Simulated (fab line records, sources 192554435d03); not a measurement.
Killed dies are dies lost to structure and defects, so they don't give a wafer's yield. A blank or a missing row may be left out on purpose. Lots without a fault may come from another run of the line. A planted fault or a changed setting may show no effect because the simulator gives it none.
fab line records | flow n5_finfet
record lots=6 wafers=18 last_day=19
route steps=1938 shown BEOL_M6@1236 PASSIVATION@1936
lots that met no fault: from a run of the same line without faults
start_h: hours from the record's first day to the start of the lot's first wafer shown | wait_h: hours since the lot's step before | " the same as in the row above | L1.1+2: a row that stands for several wafers | - no value, or no start given | * or withheld: withheld | < > ~ a bound
route shown NAME@n: a module of which the file shows steps, and the number in the route of the first | usual: mean/standard deviation of fault-free wafers | same: alike in all rows | chamber/n: place in a boat | sites: the reading at each site | _std_site: their standard deviation | _edge_site: outer sites' mean less inner sites' | radius_mm: how far each site lies from the wafer's centre | mask NAME#n: copy n | behind: the tool/chamber that last shaped the wafer | hold: why the lot was held/for how many hours/how that ended | device: the transistor (n, p or np) that didn't switch | end of line: the same wafers' tests at the end of the route | a step without rows: its recipe alone | killed: dies lost to structure and defects at the first sort, not the wafer's yield | map: a wafer's dies, x killed, . not, _ none there
set.NAME: the setting as run; set.NAME@STEP: as run at that earlier step | model.NAME: the simulator's own value behind a step, which no gauge read
lots at some steps of the route; a table a step, a row a wafer
services: from which hour (start_h, from the record's first day; less than 0 if before it) a tool's chamber was out of use, for how many hours, and why
## steps
# step N5_BEOL_M6_VIA_ETCH_34
# recipe chemistry=C4F6/O2 target=SiCOH_lowk target_depth_a=1263 mask_material=SOC taper_deg=4 time_s=50.9 ion_energy_ev=250 pressure_mtorr=30 source_w=345 bias_w=185 Ar_flow_sccm=300 C4F6_flow_sccm=10 O2_flow_sccm=10
# usual C4F6_flow_sccm=10.003/0.028 drypump_motor_current_A=5.7/0.4 oes_product_au=0.80/0.087 rf_fwd_power_W=341.6/1.2 rf_vpp_V=674/7.8 showerhead_plenum_p_Torr=2.88/0.09 throttle_valve_pct=20.86/0.23
# columns lot.wafer tool chamber start_h wait_h C4F6_flow_sccm drypump_motor_current_A oes_product_au rf_fwd_power_W rf_hours_counter_h rf_vpp_V showerhead_plenum_p_Torr throttle_valve_pct
L614.1 rie_diel-01 2 273.97 0.0 9.980 5.1 0.96 342.2 8 669 2.82 21.00
L614.2 " 3 " " 9.980 5.8 0.81 341.5 89 676 2.86 20.43
L614.3 " 0 " " 9.983 5.8 0.68 343.4 245 672 2.80 20.81
L625.1 rie_diel-01 2 332.80 0.0 10.012 5.1 0.92 341.2 23 668 2.82 21.01
L625.3 " 1 " " 9.992 6.3 0.73 341.0 152 668 2.94 20.80
L625.4 " 0 " " 10.018 5.8 0.97 343.5 5 671 2.80 20.43
L626.1 rie_diel-04 3 335.49 0.0 9.986 5.9 0.67 342.2 248 666 2.92 20.89
L626.3 " 2 " " 9.973 5.4 0.81 341.3 86 680 2.76 20.98
L626.6 " 1 " " 9.995 5.3 0.86 341.0 - 682 3.02 20.77
L628.2 rie_diel-01 2 357.72 0.0 10.038 5.1 0.91 342.7 32 669 2.81 21.03
L628.5 " 1 " " 10.005 6.3 0.74 342.3 - 667 2.94 20.81
L628.6 " 0 " " 9.958 5.8 0.95 342.2 - 670 2.79 20.43
L631.3 rie_diel-04 0 361.53 0.0 9.950 6.0 0.82 341.9 87 677 2.89 21.17
L631.4 " 0 " " 9.984 6.0 0.84 341.8 - 676 2.89 21.17
L631.6 " 2 " " 10.009 5.4 0.79 338.4 - 679 2.76 20.98
L632.1 rie_diel-04 1 378.01 0.0 10.010 5.3 0.84 341.0 47 683 3.02 20.81
L632.3 " 2 " " 9.990 5.4 0.80 341.1 105 679 2.75 20.99
L632.6 " 0 " " 10.011 6.0 0.82 341.8 - 678 2.88 21.17
# step N5_BEOL_M6_STRIP_76
# recipe chemistry=C4F6/O2 resist=SiARC rf_frequency_hz=6e+07
# step N5_BEOL_M6_STRIP_36
# recipe chemistry=N2/H2 power_w=450 temp_c=40 pressure_mtorr=20 rf_frequency_hz=6e+07 overash_fraction=0.3 bias_power_w=7 h2_frac=0.5 n2_flow_sccm=200 h2_flow_sccm=200
# usual drypump_motor_current_A=5.7/0.4 oes_product_au=0.80/0.088 power_w=450.0/1.3 rf_vpp_V=59.4/1.5 showerhead_plenum_p_Torr=2.56/0.082 throttle_valve_pct=23.6/0.32
# columns lot.wafer tool chamber start_h wait_h drypump_motor_current_A oes_product_au power_w rf_hours_counter_h rf_vpp_V showerhead_plenum_p_Torr throttle_valve_pct
L614.1 rie_diel-01 2 274.02 0.0 5.1 0.97 451.3 8 57.8 2.47 23.4
L614.2 " 3 " " 5.9 0.82 453.1 89 58.3 2.56 23.2
L614.3 " 0 " " 5.8 0.69 451.3 245 59.8 2.49 23.4
L625.1 rie_diel-01 2 332.85 0.0 5.1 0.92 450.9 23 59.5 2.47 23.4
L625.3 " 1 " " 6.3 0.74 452.3 152 61.4 2.65 23.9
L625.4 " 0 " " 5.9 0.98 450.1 5 60.9 2.48 23.0
L626.1 rie_diel-04 3 335.55 0.0 5.9 0.66 447.3 248 57.9 2.59 23.5
L626.3 " 2 " " 5.4 0.83 451.1 86 61.2 2.45 23.6
L626.6 " 1 " " 5.3 0.86 452.3 - 60.3 2.67 23.3
L628.2 rie_diel-01 2 357.77 0.0 5.1 0.91 449.5 32 60.8 2.46 23.5
L628.5 " 1 " " 6.3 0.74 450.5 - 59.3 2.65 23.9
L628.6 " 0 " " 5.8 0.95 449.2 - 59.8 2.48 23.0
L631.3 rie_diel-04 0 361.58 0.0 6.1 0.83 448.4 87 57.4 2.57 24.0
L631.4 " 0 " " 6.0 0.82 447.7 - 60.8 2.57 23.9
L631.6 " 2 " " 5.4 0.80 449.8 - 61.5 2.45 23.6
L632.1 rie_diel-04 1 378.07 0.0 5.3 0.87 450.1 47 61.8 2.67 23.3
L632.3 " 2 " " 5.4 0.78 449.9 105 59.8 2.44 23.6
L632.6 " 0 " " 6.0 0.81 449.0 - 59.9 2.56 24.0
# step N5_BEOL_M6_TRENCH_ETCH_37
# recipe chemistry=C4F6/O2 target_depth_a=944.35 target=SiCOH_lowk time_s=31.5 ion_energy_ev=250 pressure_mtorr=30 source_w=345 bias_w=185 Ar_flow_sccm=300 C4F6_flow_sccm=10 O2_flow_sccm=10
# usual C4F6_flow_sccm=10.00/0.031 drypump_motor_current_A=5.7/0.41 oes_product_au=0.80/0.088 rf_fwd_power_W=340.4/1.6 rf_vpp_V=674/7.7 showerhead_plenum_p_Torr=2.88/0.09 throttle_valve_pct=20.89/0.23
# columns lot.wafer tool chamber start_h wait_h C4F6_flow_sccm drypump_motor_current_A oes_product_au rf_fwd_power_W rf_hours_counter_h rf_vpp_V showerhead_plenum_p_Torr throttle_valve_pct
L614.1 rie_diel-01 2 - - 10.07 5.1 0.96 339.9 8 669 2.82 21.04
L614.2 " 3 " " 9.95 5.9 0.82 339.3 89 676 2.86 20.47
L614.3 " 0 " " 10.07 5.9 0.68 343.8 245 672 2.80 20.83
L625.1 rie_diel-01 2 - - 9.99 5.1 0.92 340.7 23 668 2.82 21.05
L625.3 " 1 " " 10.03 6.3 0.74 340.5 152 669 2.94 20.82
L625.4 " 0 " " 10.01 5.8 0.97 343.2 5 671 2.80 20.46
L626.1 rie_diel-04 3 - - 10.03 5.9 0.67 341.4 248 665 2.92 20.92
L626.3 " 2 " " 9.98 5.4 0.80 339.1 86 682 2.76 20.99
L626.6 " 1 " " 10.04 5.3 0.86 341.4 - 681 3.02 20.80
L628.2 rie_diel-01 2 - - 10.01 5.1 0.90 341.0 32 669 2.81 21.06
L628.5 " 1 " " 10.01 6.3 0.73 341.0 - 666 2.94 20.82
L628.6 " 0 " " 10.03 5.8 0.94 341.4 - 670 2.79 20.47
L631.3 rie_diel-04 0 - - 9.99 6.0 0.83 342.7 87 676 2.89 21.21
L631.4 " 0 " " 9.96 6.0 0.83 342.6 - 679 2.89 21.19
L631.6 " 2 " " 10.00 5.3 0.80 337.5 - 679 2.76 21.02
L632.1 rie_diel-04 1 - - 9.96 5.3 0.84 340.9 47 683 3.02 20.83
L632.3 " 2 " " 10.00 5.4 0.78 340.4 105 679 2.75 21.03
L632.6 " 0 " " 9.98 6.1 0.82 343.4 - 677 2.88 21.21
# step N5_BEOL_M6_ETCH_41
# recipe chemistry=CH3F/O2 target=SiCN target_depth_a=297 taper_deg=2 time_s=52 ion_energy_ev=120 mask_material=TiN pressure_mtorr=30 source_w=395 bias_w=75 Ar_flow_sccm=150 CH3F_flow_sccm=30 O2_flow_sccm=20
# step N5_BEOL_M6_STRIP_80
# recipe chemistry=N2/H2 time_s=10 power_w=450 temp_c=40 pressure_mtorr=20 rf_frequency_hz=6e+07 bias_power_w=7 n2_flow_sccm=200 h2_flow_sccm=200
# usual drypump_motor_current_A=5.7/0.4 oes_product_au=0.80/0.088 rf_vpp_V=59.2/0.89 showerhead_plenum_p_Torr=2.56/0.082 throttle_valve_pct=23.6/0.32
# columns lot.wafer tool chamber start_h wait_h drypump_motor_current_A oes_product_au rf_hours_counter_h rf_vpp_V showerhead_plenum_p_Torr throttle_valve_pct
L614.1 rie_diel-01 2 - - 5.1 0.96 8 59.3 2.47 23.4
L614.2 " 3 " " 5.8 0.80 89 58.4 2.56 23.2
L614.3 " 0 " " 5.8 0.68 245 59.4 2.49 23.4
L625.1 rie_diel-01 2 - - 5.1 0.92 23 59.4 2.47 23.5
L625.3 " 1 " " 6.3 0.74 152 59.0 2.65 23.9
L625.4 " 0 " " 5.8 0.97 5 60.5 2.48 23.0
L626.1 rie_diel-04 3 - - 5.9 0.67 248 59.0 2.59 23.5
L626.3 " 2 " " 5.4 0.81 86 59.1 2.45 23.7
L626.6 " 1 " " 5.3 0.86 - 60.6 2.67 23.2
L628.2 rie_diel-01 2 - - 5.1 0.90 32 60.5 2.46 23.5
L628.5 " 1 " " 6.3 0.74 - 58.1 2.65 23.9
L628.6 " 0 " " 5.8 0.95 - 59.6 2.48 23.0
L631.3 rie_diel-04 0 - - 6.0 0.83 88 60.0 2.57 24.0
L631.4 " 0 " " 6.0 0.83 - 59.7 2.57 24.0
L631.6 " 2 " " 5.4 0.80 - 61.7 2.45 23.6
L632.1 rie_diel-04 1 - - 5.3 0.85 47 58.7 2.67 23.3
L632.3 " 2 " " 5.4 0.79 105 59.5 2.44 23.7
L632.6 " 0 " " 6.0 0.82 - 58.7 2.56 24.0
# step N5_BEOL_M6_OCD_MEAS_38
# usual trench_depth_nm=94.3/2
# columns lot.wafer tool chamber start_h wait_h trench_depth_nm
L614.1 ocd-01 - 274.22 - 95.2
L614.2 " - " " 97.9
L614.3 " - " " 91.4
L625.1 ocd-02 - 333.05 - 94.5
L625.3 " - " " 93.1
L625.4 " - " " 95.5
L626.1 ocd-01 - 335.74 - 92.8
L626.3 " - " " 92.7
L626.6 " - " " 95.1
L628.2 ocd-01 - 357.96 - 94.6
L628.5 " - " " 91.6
L628.6 " - " " 94.7
L631.3 ocd-01 - 361.77 - 97.8
L631.4 " - " " 97.3
L631.6 " - " " 93.5
L632.1 ocd-02 - 378.26 - 94.6
L632.3 " - " " 92.7
L632.6 " - " " 98.0
# step N5_BEOL_M6_HM_STRIP_39
# recipe chemistry=peroxide_tin_strip material=TiN target_depth_a=250 temp_c=50 time_s=158
# step N5_BEOL_M6_SRD_40
# recipe time_s=30 temp_c=23 rinse_liquid=diw dry=ipa_marangoni
# step N5_BEOL_M6_PRECLEAN_42
# recipe chemistry=residue_remover time_s=60 temp_c=40
# step N5_BEOL_M6_SRD_43
# recipe time_s=30 temp_c=23 rinse_liquid=diw dry=ipa_marangoni
# step N5_BEOL_M6_CD_MEAS_35
# recipe target_cd_nm=40 target_cd_y_nm=28 polarity=opening
# usual cd_nm=39.9/0.6
# columns lot.wafer tool chamber start_h wait_h cd_nm
L614.1 cd_sem-03 - 274.37 0.0 39.9
L614.2 " - " " 39.9
L614.3 " - " " 39.8
L625.1 cd_sem-02 - 333.29 0.0 39.5
L625.3 " - " " 39.6
L625.4 " - " " 40.4
L626.1 cd_sem-01 - 335.89 0.0 40.6
L626.3 " - " " 39.0
L626.6 " - " " 39.0
L628.2 cd_sem-03 - 358.13 0.0 39.6
L628.5 " - " " 39.6
L628.6 " - " " 39.2
L631.3 cd_sem-03 - 361.93 0.0 38.6
L631.4 " - " " 39.3
L631.6 " - " " 39.8
L632.1 cd_sem-01 - 378.42 0.0 40.0
L632.3 " - " " 39.3
L632.6 " - " " 39.1
# step N5_BEOL_M6_CURE_75
# recipe temp_c=370 time_s=120 ambient=DMADMS/He material=SiCOH_lowk
# usual lamp_power_pct=52.31/0.052 run_length_s=178.5/1.1 wafer_temp_C_max=372.2/0.55
# columns lot.wafer tool chamber start_h wait_h lamp_power_pct run_length_s wafer_temp_C_max
L614.1 uv_cure-03 1 274.41 0.0 52.40 178.5 372.8
L614.2 " 1 " " 52.39 178.7 372.2
L614.3 " 1 " " 52.27 178.9 372.7
L625.1 uv_cure-02 1 333.34 0.0 - - -
L625.3 " 1 " " - - -
L625.4 " 1 " " - - -
L626.1 uv_cure-01 0 335.93 0.0 - - -
L626.3 " 0 " " - - -
L626.6 " 0 " " - - -
L628.2 uv_cure-03 0 358.22 0.1 52.42 178.5 372.0
L628.5 " 0 " " 52.33 178.5 371.5
L628.6 " 0 " " 52.36 178.8 371.4
L631.3 uv_cure-02 1 362.10 0.2 52.31 177.8 372.4
L631.4 " 1 " " 52.27 178.1 372.3
L631.6 " 1 " " 52.34 178.2 372.3
L632.1 uv_cure-02 1 378.47 0.0 52.30 178.5 372.8
L632.3 " 1 " " 52.31 178.6 372.5
L632.6 " 1 " " 52.32 178.4 372.3
# step N5_BEOL_M6_DEGAS_44
# recipe ambient=vacuum temp_c=250 time_s=60
# usual heater_power_w=331/22
# columns lot.wafer tool chamber start_h wait_h heater_power_w
L614.1 pvd_sputter-01 - 274.89 0.4 349
L614.2 " - " " 286
L614.3 " - " " 309
L625.1 pvd_sputter-02 - 335.20 1.8 313
L625.3 " - " " 327
L625.4 " - " " 338
L626.1 pvd_sputter-03 - 336.60 0.6 298
L626.3 " - " " 327
L626.6 " - " " 300
L628.2 pvd_sputter-03 - 358.55 0.3 345
L628.5 " - " " 291
L628.6 " - " " 347
L631.3 pvd_sputter-03 - 362.41 0.3 293
L631.4 " - " " 329
L631.6 " - " " 331
L632.1 pvd_sputter-02 - 378.79 0.3 322
L632.3 " - " " 339
L632.6 " - " " 320
# step N5_PASSIVATION_PROBE_49
# usual defect_limited_yield=91.4/1.2 killed_at_M0_to_M3=34/9.1 killed_at_M4_up=14/5.8 killed_at_contacts=13/6 killed_at_front_end=38/10 killed_at_other=3.2/2.7 killed_dies=102/14 killed_open=68/11 killed_short=32/7.2 sort_bin_5_function=5.1/0.83 sort_bin_6_memory=3.2/0.56 sort_n_pass=1078/14 sort_yield_pct=91.4/1.2
# same gross_dies=1180 killed_at_back_side=0 sort_bin_4_leakage[%]=0 sort_bin_8_speed[%]=0
# columns lot.wafer tool chamber start_h wait_h defect_limited_yield[%] killed_at_M0_to_M3 killed_at_M4_up killed_at_contacts killed_at_front_end killed_at_other killed_dies killed_open killed_short sort_bin_5_function[%] sort_bin_6_memory[%] sort_n_pass sort_yield_pct[%]
L614.1 prober-02 - 359.84 0.0 88.9 42 12 16 59 2 131 79 49 6.1 4.6 1049 88.9
L614.2 prober-02 - 359.89 0.1 90.8 48 6 11 40 4 109 65 43 6.2 2.5 1071 90.8
L614.3 prober-02 - 359.94 0.1 90.7 34 9 10 56 1 110 69 39 5.7 3.1 1070 90.7
L626.1 prober-01 - 424.97 0.0 91.4 29 18 7 34 13 101 57 39 5.7 2.8 1079 91.4
L626.3 prober-01 - 425.07 0.1 92.2 16 11 9 45 11 92 58 31 5.7 1.9 1088 92.2
L626.6 prober-01 - 425.22 0.3 90.8 20 23 8 51 6 108 68 39 5.9 3.0 1072 90.8
L625.1 prober-02 - 434.14 0.0 90.9 38 16 6 39 8 107 69 38 5.8 3.2 1073 90.9
L625.3 prober-02 - 434.24 0.1 92.1 39 8 14 27 5 93 54 39 4.2 3.2 1087 92.1
L625.4 prober-02 - 434.29 0.2 91.8 24 14 5 47 7 97 66 31 4.9 2.9 1083 91.8
L628.2 prober-02 - 445.23 0.1 89.1 52 26 6 43 2 129 79 50 6.0 4.6 1051 89.1
L628.5 prober-02 - 445.38 0.2 89.7 31 35 10 41 4 121 86 35 5.4 4.6 1059 89.7
L628.6 prober-02 - 445.43 0.3 90.3 32 29 19 32 3 115 88 27 6.1 3.5 1065 90.3
L631.3 prober-02 - 450.52 0.1 93.4 29 8 7 34 0 78 56 22 4.0 2.5 1102 93.4
L631.4 prober-02 - 450.57 0.2 92.6 36 8 8 26 9 87 46 39 4.2 2.8 1093 92.6
L631.6 prober-02 - 450.67 0.3 90.5 52 17 8 32 3 112 76 33 5.3 3.7 1068 90.5
L632.1 prober-01 - 455.91 0.0 91.0 28 18 17 43 0 106 63 39 5.6 2.5 1074 91.0
L632.3 prober-01 - 456.01 0.1 92.1 33 10 15 34 1 93 55 38 4.3 3.0 1087 92.1
L632.6 prober-01 - 456.16 0.3 90.6 35 18 7 49 2 111 71 35 5.8 3.3 1069 90.6
# killed by level:class
L614.1 FIN_SAQP:geometric_particle:open=27 FIN_SAQP:geometric_particle:short=16 BEOL_M0_SAQP:geometric_particle:short=15 MOL_CONTACT_COAG:geometric_particle:open=12 BEOL_M0_SAQP:geometric_particle:open=11 STI_FIN_REVEAL:geometric_particle:open=5 GATE_CUT:geometric_particle:open=4 MOL_CONTACT_COAG:geometric_particle:short=4
L614.2 BEOL_M0_SAQP:geometric_particle:open=15 FIN_SAQP:geometric_particle:short=12 FIN_SAQP:geometric_particle:open=11 BEOL_M0_SAQP:geometric_particle:short=10 BEOL_M2:geometric_particle:open=10 MOL_CONTACT_COAG:geometric_particle:open=6 MOL_CONTACT_COAG:geometric_particle:short=5 GATE_CUT:geometric_particle:short=4
L614.3 FIN_SAQP:geometric_particle:open=18 FIN_SAQP:geometric_particle:short=9 STI_FIN_REVEAL:geometric_particle:open=9 BEOL_M0_SAQP:geometric_particle:short=8 BEOL_M0_SAQP:geometric_particle:open=8 MOL_CONTACT_COAG:geometric_particle:open=7 BEOL_M3:geometric_particle:open=7 DUMMY_GATE:geometric_particle:open=6
L626.1 BEOL_M4:geometric_particle:open=11 FIN_SAQP:geometric_particle:open=10 FIN_SAQP:geometric_particle:short=9 PASS1_CAP:geometric_particle:short=7 BEOL_M0_SAQP:geometric_particle:short=6 BEOL_M2:geometric_particle:open=6 MOL_CONTACT_COAG:geometric_particle:open=5 BEOL_M0_SAQP:geometric_particle:open=5
L626.3 FIN_SAQP:geometric_particle:open=15 FIN_SAQP:geometric_particle:short=10 MOL_CONTACT_COAG:geometric_particle:open=7 GATE_CUT:geometric_particle:short=6 PASS1_CAP:geometric_particle:open=5 STI_FIN_REVEAL:geometric_particle:open=4 BEOL_M1:geometric_particle:open=4 DUMMY_GATE:geometric_particle:open=3
L626.6 FIN_SAQP:geometric_particle:short=20 FIN_SAQP:geometric_particle:open=16 BEOL_M4:geometric_particle:open=9 BEOL_M1:geometric_particle:open=8 MOL_CONTACT_COAG:geometric_particle:open=5 DUMMY_GATE:geometric_particle:open=4 GATE_CUT:geometric_particle:short=3 MOL_CONTACT_COAG:geometric_particle:short=3
L625.1 BEOL_M0_SAQP:geometric_particle:short=14 BEOL_M0_SAQP:geometric_particle:open=11 FIN_SAQP:geometric_particle:open=9 GATE_CUT:geometric_particle:short=7 BEOL_M2:geometric_particle:open=7 BEOL_M4:geometric_particle:open=7 MOL_CONTACT_COAG:geometric_particle:open=6 ILD0:geometric_particle:open=4
L625.3 MOL_CONTACT_COAG:geometric_particle:open=9 BEOL_M0_SAQP:geometric_particle:short=9 FIN_SAQP:geometric_particle:open=7 BEOL_M0_SAQP:geometric_particle:open=7 BEOL_M2:geometric_particle:open=6 MOL_CONTACT_COAG:geometric_particle:short=5 BEOL_M1:geometric_particle:open=5 ILD0:geometric_particle:short=4
L625.4 DUMMY_GATE:geometric_particle:open=11 FIN_SAQP:geometric_particle:open=9 BEOL_M1:geometric_particle:open=7 FIN_SAQP:geometric_particle:short=6 BEOL_M0_SAQP:geometric_particle:open=6 GATE_CUT:geometric_particle:short=5 BEOL_M4:geometric_particle:open=5 GATE_CUT:geometric_particle:open=4
L628.2 BEOL_M0_SAQP:geometric_particle:short=15 BEOL_M3:geometric_particle:open=12 BEOL_M0_SAQP:geometric_particle:open=11 BEOL_M4:geometric_particle:open=11 STI_FIN_REVEAL:geometric_particle:open=9 FIN_SAQP:geometric_particle:open=7 BEOL_M4:geometric_particle:short=7 GATE_CUT:geometric_particle:open=6
L628.5 BEOL_M4:geometric_particle:open=24 FIN_SAQP:geometric_particle:open=12 MOL_CONTACT_COAG:geometric_particle:open=7 BEOL_M0_SAQP:geometric_particle:short=7 BEOL_M1:geometric_particle:open=7 DUMMY_GATE:geometric_particle:open=6 BEOL_M3:geometric_particle:open=6 FIN_SAQP:geometric_particle:short=5
L628.6 MOL_CONTACT_COAG:geometric_particle:open=17 BEOL_M4:geometric_particle:open=15 STI_FIN_REVEAL:geometric_particle:open=11 BEOL_M0_SAQP:geometric_particle:open=9 BEOL_M2:geometric_particle:open=8 BEOL_M3:geometric_particle:short=6 STI_FIN_REVEAL:geometric_particle:short=5 BEOL_M3:geometric_particle:open=5
L631.3 FIN_SAQP:geometric_particle:open=13 BEOL_M2:geometric_particle:open=9 MOL_CONTACT_COAG:geometric_particle:open=7 BEOL_M0_SAQP:geometric_particle:short=7 FIN_SAQP:geometric_particle:short=5 DUMMY_GATE:geometric_particle:open=5 STI_FIN_REVEAL:geometric_particle:open=3 BEOL_M0:geometric_particle:open=3
L631.4 BEOL_M0_SAQP:geometric_particle:open=8 BEOL_M0_SAQP:geometric_particle:short=7 MOL_CONTACT_COAG:geometric_particle:open=6 FIN_SAQP:geometric_particle:short=5 BEOL_M0:geometric_particle:open=5 MIM_TOP:geometric_particle:short=5 BEOL_M2:geometric_particle:open=4 BEOL_M2:geometric_particle:short=4
L631.6 BEOL_M0_SAQP:geometric_particle:short=16 BEOL_M2:geometric_particle:open=15 BEOL_M4:geometric_particle:open=11 FIN_SAQP:geometric_particle:open=9 BEOL_M0_SAQP:geometric_particle:open=7 MOL_CONTACT_COAG:geometric_particle:open=6 BEOL_M1:geometric_particle:open=5 BEOL_M3:geometric_particle:open=4
L632.1 MOL_CONTACT_COAG:geometric_particle:open=12 FIN_SAQP:geometric_particle:open=8 STI_FIN_REVEAL:geometric_particle:open=7 GATE_CUT:geometric_particle:short=7 BEOL_M3:geometric_particle:short=6 BEOL_M4:geometric_particle:open=5 MOL_CONTACT_COAG:geometric_particle:short=5 BEOL_M2:geometric_particle:short=5
L632.3 MOL_CONTACT_COAG:geometric_particle:open=13 BEOL_M0_SAQP:geometric_particle:short=9 BEOL_M0_SAQP:geometric_particle:open=9 GATE_CUT:geometric_particle:short=8 BEOL_M2:geometric_particle:open=7 FIN_SAQP:geometric_particle:open=5 FIN_SAQP:geometric_particle:short=4 DUMMY_GATE:geometric_particle:open=4
L632.6 DUMMY_GATE:geometric_particle:open=12 FIN_SAQP:geometric_particle:short=9 BEOL_M2:geometric_particle:open=9 BEOL_M0_SAQP:geometric_particle:short=8 BEOL_M4:geometric_particle:open=6 STI_FIN_REVEAL:geometric_particle:open=5 GATE_CUT:geometric_particle:short=5 MOL_CONTACT_COAG:geometric_particle:open=5
## services
# columns tool chamber start_h hours kind
rie_diel-04 0 290.12 2.4 repair
rie_diel-01 0 292.69 - clean
rie_diel-01 0 292.69 - consumable_replace:focus_ring
rie_diel-01 0 292.69 15.0 scheduled_down
rie_diel-01 0 292.69 15.0 vent_cycle
pvd_sputter-03 - 296.52 4.4 repair
uv_cure-02 - 300.44 0.7 repair
pvd_sputter-02 - 313.19 18.0 repair
uv_cure-03 - 324.87 7.5 pm
rie_diel-04 1 342.50 16.4 repair
pvd_sputter-01 - 352.24 1.7 repair
rie_diel-04 3 358.97 - clean
rie_diel-04 3 358.97 - consumable_replace:focus_ring
uv_cure-02 - 362.30 1.0 pm
rie_diel-01 2 362.94 8.1 repair
rie_diel-01 1 363.66 11.4 repair
uv_cure-03 - 366.16 1.3 repair
uv_cure-02 - 369.14 7.5 pm
## key
first_sign step=N5_BEOL_M6_CURE_75 reading=tool_record direction=missing
effect none on later readings
met_at N5_BEOL_M6_CURE_75
struck_wafers L625.1,L625.3,L625.4,L626.1,L626.3,L626.6
fault kind=skipped_step_whole tool=uv_cure-01,uv_cure-02 chamber=- onset_h=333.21 steps=N5_BEOL_M6_CURE_75 scope=struck_lots_only
